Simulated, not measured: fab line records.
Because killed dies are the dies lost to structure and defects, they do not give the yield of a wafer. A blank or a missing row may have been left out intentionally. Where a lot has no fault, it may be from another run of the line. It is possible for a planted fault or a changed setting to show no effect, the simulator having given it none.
What tool caused it? :: flow n5-finfet :: 22 lots, 66 wafers sampled, at 2 steps of a route of 1938

== WHAT THE GAUGES SHOWED, per wafer ==
N5_BEOL_M8_THK_MEAS_53: measures by xrf.
lot: L074
measured: day 9 13:29
on: film-metro-01
M8_THK (nm): 77.3 77.1 76.8

lot: L075
measured: day 9 21:24
on: film-metro-02
M8_THK (nm): 79.2 79.4 79.8

lot: L076
measured: day 10 06:43
on: film-metro-01
M8_THK (nm): 78.5 76.0 77.0

lot: L077
measured: day 10 10:15
on: film-metro-01
M8_THK (nm): 78.7 77.7 77.7

lot: L078
measured: day 10 10:15
on: film-metro-02
M8_THK (nm): 78.5 80.3 79.5

lot: L079
measured: day 11 04:37
on: film-metro-01
M8_THK (nm): 76.9 77.1 78.9

lot: L081
measured: day 11 16:08
on: film-metro-01
M8_THK (nm): 83.5 79.2 83.9

lot: L083
measured: day 11 19:27
on: film-metro-02
M8_THK (nm): 78.8 81.0 80.6

lot: L082
measured: day 12 16:15
on: film-metro-01
M8_THK (nm): 79.0 79.9 79.8

lot: L085
measured: day 13 00:41
on: film-metro-01
M8_THK (nm): 77.6 84.6 83.7

lot: L086
measured: day 13 08:46
on: film-metro-01
M8_THK (nm): 78.1 77.6 82.1

lot: L088
measured: day 13 08:30
on: film-metro-02
M8_THK (nm): 77.2 85.7 84.5

lot: L089
measured: day 13 10:49
on: film-metro-01
M8_THK (nm): 83.6 80.5 77.2

lot: L087
measured: day 13 11:02
on: film-metro-01
M8_THK (nm): 84.4 83.4 78.6

lot: L084
measured: day 13 11:33
on: film-metro-02
M8_THK (nm): 82.6 77.1 75.9

lot: L092
measured: day 14 16:17
on: film-metro-01
M8_THK (nm): 78.0 84.9 78.9

lot: L091
measured: day 14 16:50
on: film-metro-02
M8_THK (nm): 81.5 82.8 77.5

lot: L093
measured: day 14 22:59
on: film-metro-02
M8_THK (nm): 82.0 77.4 74.3

lot: L094
measured: day 15 14:46
on: film-metro-02
M8_THK (nm): 78.7 79.1 77.0

lot: L095
measured: day 15 15:02
on: film-metro-01
M8_THK (nm): 83.8 79.8 77.3

lot: L096
measured: day 15 18:28
on: film-metro-01
M8_THK (nm): 79.7 78.2 82.9

lot: L097
measured: day 15 21:31
on: film-metro-01
M8_THK (nm): 79.1 76.4 76.4

== TOOL THAT RAN EACH LOT (tool first, then ch and the chambers of the sampled wafers, then the start) ==
lot: L074
N5_BEOL_M8_ETCH_72: rie-diel-01 ch 0,1,3, day 9 10:29

lot: L075
N5_BEOL_M8_ETCH_72: rie-diel-05 ch 0,1, day 9 18:48

lot: L076
N5_BEOL_M8_ETCH_72: rie-diel-05 ch 0,1,3, day 10 03:00

lot: L077
N5_BEOL_M8_ETCH_72: rie-diel-01 ch 2,3, day 10 06:40

lot: L078
N5_BEOL_M8_ETCH_72: rie-diel-03 ch 0,3, day 10 06:59

lot: L079
N5_BEOL_M8_ETCH_72: rie-diel-05 ch 0,1,3, day 11 01:55

lot: L081
N5_BEOL_M8_ETCH_72: rie-diel-01 ch 1,2, day 11 13:41

lot: L083
N5_BEOL_M8_ETCH_72: rie-diel-05 ch 0,1,3, day 11 16:58

lot: L082
N5_BEOL_M8_ETCH_72: rie-diel-05 ch 0,1,3, day 12 12:46

lot: L085
N5_BEOL_M8_ETCH_72: rie-diel-03 ch 0,2, day 12 22:14

lot: L086
N5_BEOL_M8_ETCH_72: rie-diel-03 ch 0,1,2, day 13 05:38

lot: L088
N5_BEOL_M8_ETCH_72: rie-diel-01 ch 1,3, day 13 05:40

lot: L089
N5_BEOL_M8_ETCH_72: rie-diel-01 ch 1,2,3, day 13 07:46

lot: L087
N5_BEOL_M8_ETCH_72: rie-diel-01 ch 1,2,3, day 13 08:14

lot: L084
N5_BEOL_M8_ETCH_72: rie-diel-03 ch 1,3, day 13 08:16

lot: L092
N5_BEOL_M8_ETCH_72: rie-diel-05 ch 0,2,3, day 14 12:58

lot: L091
N5_BEOL_M8_ETCH_72: rie-diel-01 ch 0,1,2, day 14 13:16

lot: L093
N5_BEOL_M8_ETCH_72: rie-diel-03 ch 0,1,3, day 14 19:14

lot: L094
N5_BEOL_M8_ETCH_72: rie-diel-03 ch 0,3, day 15 11:02

lot: L095
N5_BEOL_M8_ETCH_72: rie-diel-05 ch 0,2, day 15 11:06

lot: L096
N5_BEOL_M8_ETCH_72: rie-diel-05 ch 0,2,3, day 15 15:13

lot: L097
N5_BEOL_M8_ETCH_72: rie-diel-03 ch 0,1, day 15 17:29
- N5_BEOL_M8_ETCH_72: etches underlayer in N2/H2, target depth 6.5 nm, time 5.2 s.

== WHAT THE TOOLS THEMSELVES READ (means of the sampled wafers that have a number; where no wafer has one, the mark that the record gives instead) ==
N5_BEOL_M8_ETCH_72.
lot: L074
tool: rie-diel-01
drypump-motor-current-A (A): 5.5
etch-rf-on-time-s (s): 5.32
h2-flow-sccm (sccm): 199.8
oes-product-au (a.u.): 0.67
rf-vpp-V (V): 524.3
showerhead-plenum-p-Torr (Torr): 2.59
throttle-valve-pct (%): 17.9

lot: L075
tool: rie-diel-05
drypump-motor-current-A (A): 5.0
etch-rf-on-time-s (s): 5.18
h2-flow-sccm (sccm): 199.8
oes-product-au (a.u.): 0.71
rf-vpp-V (V): 524.6
showerhead-plenum-p-Torr (Torr): 2.54
throttle-valve-pct (%): 17.6

lot: L076
tool: rie-diel-05
drypump-motor-current-A (A): 5.5
etch-rf-on-time-s (s): 5.14
h2-flow-sccm (sccm): 200.2
oes-product-au (a.u.): 0.72
rf-vpp-V (V): 522.9
showerhead-plenum-p-Torr (Torr): 2.49
throttle-valve-pct (%): 17.5

lot: L077
tool: rie-diel-01
drypump-motor-current-A (A): 5.7
etch-rf-on-time-s (s): 5.23
h2-flow-sccm (sccm): 199.6
oes-product-au (a.u.): 0.70
rf-vpp-V (V): 524.4
showerhead-plenum-p-Torr (Torr): 2.59
throttle-valve-pct (%): 17.6

lot: L078
tool: rie-diel-03
drypump-motor-current-A (A): 5.4
etch-rf-on-time-s (s): 5.42
h2-flow-sccm (sccm): 199.9
oes-product-au (a.u.): 0.64
rf-vpp-V (V): 525.7
showerhead-plenum-p-Torr (Torr): 2.57
throttle-valve-pct (%): 17.9

lot: L079
tool: rie-diel-05
drypump-motor-current-A (A): 5.5
etch-rf-on-time-s (s): 5.20
h2-flow-sccm (sccm): 199.3
oes-product-au (a.u.): 0.70
rf-vpp-V (V): 522.8
showerhead-plenum-p-Torr (Torr): 2.49
throttle-valve-pct (%): 17.5

lot: L081
tool: rie-diel-01
drypump-motor-current-A (A): 5.6
etch-rf-on-time-s (s): 5.19
h2-flow-sccm (sccm): 199.8
oes-product-au (a.u.): 0.71
rf-vpp-V (V): 527.0
showerhead-plenum-p-Torr (Torr): 2.66
throttle-valve-pct (%): 18.0

lot: L083
tool: rie-diel-05
drypump-motor-current-A (A): 5.5
etch-rf-on-time-s (s): 5.26
h2-flow-sccm (sccm): 199.5
oes-product-au (a.u.): 0.70
rf-vpp-V (V): 523.4
showerhead-plenum-p-Torr (Torr): 2.49
throttle-valve-pct (%): 17.5

lot: L082
tool: rie-diel-05
drypump-motor-current-A (A): 5.5
etch-rf-on-time-s (s): 5.17
h2-flow-sccm (sccm): 199.9
oes-product-au (a.u.): 0.69
rf-vpp-V (V): 521.7
showerhead-plenum-p-Torr (Torr): 2.49
throttle-valve-pct (%): 17.5

lot: L085
tool: rie-diel-03
drypump-motor-current-A (A): 5.8
etch-rf-on-time-s (s): 5.15
h2-flow-sccm (sccm): 199.7
oes-product-au (a.u.): 0.67
rf-vpp-V (V): 525.7
showerhead-plenum-p-Torr (Torr): 2.58
throttle-valve-pct (%): 17.8

lot: L086
tool: rie-diel-03
drypump-motor-current-A (A): 5.5
etch-rf-on-time-s (s): 5.18
h2-flow-sccm (sccm): 200.3
oes-product-au (a.u.): 0.68
rf-vpp-V (V): 525.1
showerhead-plenum-p-Torr (Torr): 2.59
throttle-valve-pct (%): 17.9

lot: L088
tool: rie-diel-01
drypump-motor-current-A (A): 5.2
etch-rf-on-time-s (s): 5.05
h2-flow-sccm (sccm): 200.7
oes-product-au (a.u.): 0.75
rf-vpp-V (V): 525.1
showerhead-plenum-p-Torr (Torr): 2.59
throttle-valve-pct (%): 17.9

lot: L089
tool: rie-diel-01
drypump-motor-current-A (A): 5.5
etch-rf-on-time-s (s): 5.14
h2-flow-sccm (sccm): 199.7
oes-product-au (a.u.): 0.73
rf-vpp-V (V): 525.9
showerhead-plenum-p-Torr (Torr): 2.61
throttle-valve-pct (%): 17.8

lot: L087
tool: rie-diel-01
drypump-motor-current-A (A): 5.5
etch-rf-on-time-s (s): 5.20
h2-flow-sccm (sccm): 200.2
oes-product-au (a.u.): 0.72
rf-vpp-V (V): 524.7
showerhead-plenum-p-Torr (Torr): 2.61
throttle-valve-pct (%): 17.8

lot: L084
tool: rie-diel-03
drypump-motor-current-A (A): 5.3
etch-rf-on-time-s (s): 5.30
h2-flow-sccm (sccm): 200.1
oes-product-au (a.u.): 0.68
rf-vpp-V (V): 527.3
showerhead-plenum-p-Torr (Torr): 2.66
throttle-valve-pct (%): 17.7

lot: L092
tool: rie-diel-05
drypump-motor-current-A (A): 5.6
etch-rf-on-time-s (s): 5.11
h2-flow-sccm (sccm): 199.8
oes-product-au (a.u.): 0.76
rf-vpp-V (V): 522.1
showerhead-plenum-p-Torr (Torr): 2.50
throttle-valve-pct (%): 17.4

lot: L091
tool: rie-diel-01
drypump-motor-current-A (A): 5.6
etch-rf-on-time-s (s): 5.16
h2-flow-sccm (sccm): 200.8
oes-product-au (a.u.): 0.74
rf-vpp-V (V): 526.0
showerhead-plenum-p-Torr (Torr): 2.62
throttle-valve-pct (%): 17.9

lot: L093
tool: rie-diel-03
drypump-motor-current-A (A): 5.3
etch-rf-on-time-s (s): 5.35
h2-flow-sccm (sccm): 199.8
oes-product-au (a.u.): 0.64
rf-vpp-V (V): 523.9
showerhead-plenum-p-Torr (Torr): 2.58
throttle-valve-pct (%): 18.0

lot: L094
tool: rie-diel-03
drypump-motor-current-A (A): 5.5
etch-rf-on-time-s (s): 5.47
h2-flow-sccm (sccm): 200.9
oes-product-au (a.u.): 0.59
rf-vpp-V (V): 522.7
showerhead-plenum-p-Torr (Torr): 2.48
throttle-valve-pct (%): 18.3

lot: L095
tool: rie-diel-05
drypump-motor-current-A (A): 5.1
etch-rf-on-time-s (s): 5.13
h2-flow-sccm (sccm): 199.6
oes-product-au (a.u.): 0.73
rf-vpp-V (V): 523.3
showerhead-plenum-p-Torr (Torr): 2.54
throttle-valve-pct (%): 17.6

lot: L096
tool: rie-diel-05
drypump-motor-current-A (A): 5.6
etch-rf-on-time-s (s): 5.11
h2-flow-sccm (sccm): 199.6
oes-product-au (a.u.): 0.74
rf-vpp-V (V): 523.6
showerhead-plenum-p-Torr (Torr): 2.49
throttle-valve-pct (%): 17.5

lot: L097
tool: rie-diel-03
drypump-motor-current-A (A): 5.3
etch-rf-on-time-s (s): 5.37
h2-flow-sccm (sccm): 199.2
oes-product-au (a.u.): 0.61
rf-vpp-V (V): 523.3
showerhead-plenum-p-Torr (Torr): 2.50
throttle-valve-pct (%): 18.3

== THE ANSWER, worked out from the rows above alone ==
Rule: the lots themselves supply what counts as usual. The widest of any qualifying gaps counts: lots, ordered by their means at a reading, are off when they make up no more than a third of the lots, leave a main group of 4 or more, and stand apart from it by 3 or more times the standard deviation of that group's means. A main group whose means are all the same, to the digits that the tables above print for the reading, isn't used. A lot without any number at a reading at which 4 lots or more have one is off too. Any other lot the step has rows for is counted as sound. Order of review: gauges by route order, followed by the tools' own readings, for which a lot's mean as printed above is used. The first step at which some lot is off is used, and at that step the reading that is off furthest; a lot without a number counts as furthest.
None of the lots is off at any reading shown; this tells nothing.

== WHAT THE SIMULATOR PUT IN ==
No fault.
